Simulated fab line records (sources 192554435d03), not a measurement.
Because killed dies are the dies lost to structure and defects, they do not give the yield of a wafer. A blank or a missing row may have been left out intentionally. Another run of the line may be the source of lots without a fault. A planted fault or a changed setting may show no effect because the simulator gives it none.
A struck lot beside a sound one -- flow n5Finfet -- 18 out of 1938 route steps
Sound: these wafers, L210.1, L210.2, L210.6. Wafers struck: L198.1, L198.3, L198.4. Last of all comes the cause.
At each step with rows: each side's tool, then ch and its chambers, then its first start. Under that, the readings that differ: sound wafers -- struck wafers -- difference of the means -- sigmas: that difference in standard deviations of wafers without a fault.
alike: readings with means less than 2 such deviations apart, plus words and numbers identical on both sides. not compared: withheld readings, readings lacking a value on some wafer, bounds such as >300 that could conceal the same value, and numbers that have no deviation in the record and whose values overlap.
A row with sigmas, a row that says differs or no value, or rows on one side alone: a step with any of these is where the two part. Numbers that don't overlap but have no deviation are shown without sigmas and don't part them. Lack of a reading on every wafer of one side parts them only where that side has two or more wafers.

first, 8 steps without rows for these wafers: N5_ILD0_CMP_03 (polishes, stops on SiNx, t overpolish 1.9 s, target thk 197.38 nm); N5_ILD0_CMP_07 (polishes SiO2 flowable, stops on poly-Si, t overpolish 1.18 s, target thk 138.88 nm); N5_ILD0_PRECLEAN_10 (cleans in NF3:NH3, afs cycles 5, time 20 s, sublimation time 60 s); N5_ILD0_ALD_15 (deposits SiNx, target thk 24 nm, pulse time 1 s, ald cycles 480); N5_ILD0_CMP_12 (polishes SiNx, stops on poly-Si, t overpolish 6 s, target thk 17.67 nm); N5_SDB_HM_DEP_00 (deposits SiNx from SiH4/NH3/N2, target thk 40 nm, time 35.3 s); N5_SDB_COAT_03 (time 60 s, resist thk 100 nm); N5_SDB_COAT_04 (time 60 s, resist thk 18 nm).
N5_SDB_COAT_05: resist thk 90 nm.
  sound on lithoTrack-02 ch 0, day 9 00:29; struck on lithoTrack-03 ch 0, day 6 04:46
reading,sound,struck,difference,sigmas
dispensePressureKPa (kPa),48.8 48.8 48.8,54.6 54.6 54.6,+5.8,+2
spinSpeedRpm (rpm),1500.6 1496.9 1499.5,1596.0 1595.5 1596.6,+97.0,+88
model.CAR-ArF_of_SDB_COAT_05.thkNm (nm),89.8 90 89.8,87.6 88 87.8,-2.1,
then, 6 steps without rows for these wafers: N5_SDB_EBR_07; N5_SDB_SOFTBAKE_06 (time 60 s); N5_SDB_EXPOSE_08 (exposes mask SDB); N5_SDB_PEB_09 (peb time 60 s); N5_SDB_DEVELOP_10 (develop time 30 s); N5_SDB_DESCUM_16 (chemistry O2, time 7.9 s).
N5_SDB_ETCH_17: etches SiARC in CF4, target depth 23.4 nm, time 39 s.
  sound on rieDiel-06 ch 0,1,3, day 9 01:01; struck on rieDiel-02 ch 1,2,3, day 6 05:18
reading,sound,struck,difference,sigmas
model.CAR-ArF_of_SDB_COAT_05.thkNm (nm),66.4 66.6 66.4,64.4 64.6 64.4,-2.0,
  alike: drypumpMotorCurrentA, etchRfOnTimeS, oesProductAu, rfVppV, showerheadPlenumPTorr, throttleValvePct
  not compared: rfHoursCounterH
then, 1 step without rows for these wafers: N5_SDB_ETCH_18 (etches SOC in N2/H2, target depth 100 nm, overetch 20 nm, time 150 s).
-- the record jumps here: 4 days lie between the struck wafers' starts before and after (it left off in module SDB and takes up again in module BEOL_M4, whose first step shown is number 1111 of the route) --
N5_BEOL_M4_RC_MEAS_101:
  sound on prober-02 ch 0, day 12 23:18; struck on prober-01 ch 0, day 10 08:14
  alike: DIBL_N, DIBL_P, IOFF_N, IOFF_P, ION_N, ION_P, SS_N, SS_P, VT_N, VT_P

== WHERE THEY PART ==
Only at N5_SDB_COAT_05, as far as this record shows. Later steps at which nothing parts them and some readings are alike: N5_SDB_ETCH_17, N5_BEOL_M4_RC_MEAS_101.

WHY: the cause the simulator had injected
Process parameters drifting: lithoTrack-03 at N5_SDB_COAT_05, beginning at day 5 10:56. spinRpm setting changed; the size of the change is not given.
